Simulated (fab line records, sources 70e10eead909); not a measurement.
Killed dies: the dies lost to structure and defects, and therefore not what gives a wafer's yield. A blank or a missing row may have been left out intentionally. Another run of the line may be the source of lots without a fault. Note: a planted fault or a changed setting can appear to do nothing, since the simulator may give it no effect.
Matching of chambers	flow nand_harc	4 sister chambers for NHARC_A_WL_FILL_ALD_19 on ald_metal-03
The step deposits TiN, target thk 2 nm, pulse time 3 s, ald cycles 100. 4 wafers are shown with their chamber, then 9 later ones without.

== WAFERS, EACH WITH ITS CHAMBER ==
wafer	chamber	heater_power_w (W)
L080.3	2	1020
L085.1	3	1103
L085.2	1	1226
L085.3	0	1196

== WAFERS WHOSE CHAMBER IS MISSING ==
wafer	heater_power_w (W)
L088.1	1172
L088.2	1131
L088.4	1218
L090.1	1210
L090.3	1185
L090.4	987
L096.3	1199
L096.4	1017
L096.6	1132

== WHICH CHAMBER EACH WENT THROUGH ==
wafer	from the rows above	in truth
L088.1	can't be placed: 0 or 1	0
L088.2	can't be placed: 3 or 0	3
L088.4	can't be placed: 1 or 0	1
L090.1	can't be placed: 0 or 1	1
L090.3	can't be placed: 0 or 1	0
L090.4	2	2
L096.3	can't be placed: 0 or 1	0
L096.4	2	2
L096.6	can't be placed: 3 or 0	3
Placed correctly: 2 of 9. These rows do not allow placing 7 (true chamber among the candidates in 7). Wrongly placed: 0.
How it was worked out, from the rows above alone: a wafer's distance from a chamber is the root of the sum, over the readings, of the square of ((its reading less the chamber's mean) divided by the reading's scatter). If the next closest chamber is less than 2 further off than the closest, the wafer can't be placed; otherwise it belongs to the closest. Each chamber's mean is taken over the wafers shown for it. The scatter (one wafer shown for each chamber): square how far every hidden wafer sits from the nearest shown wafer, average those squares and take the square root.
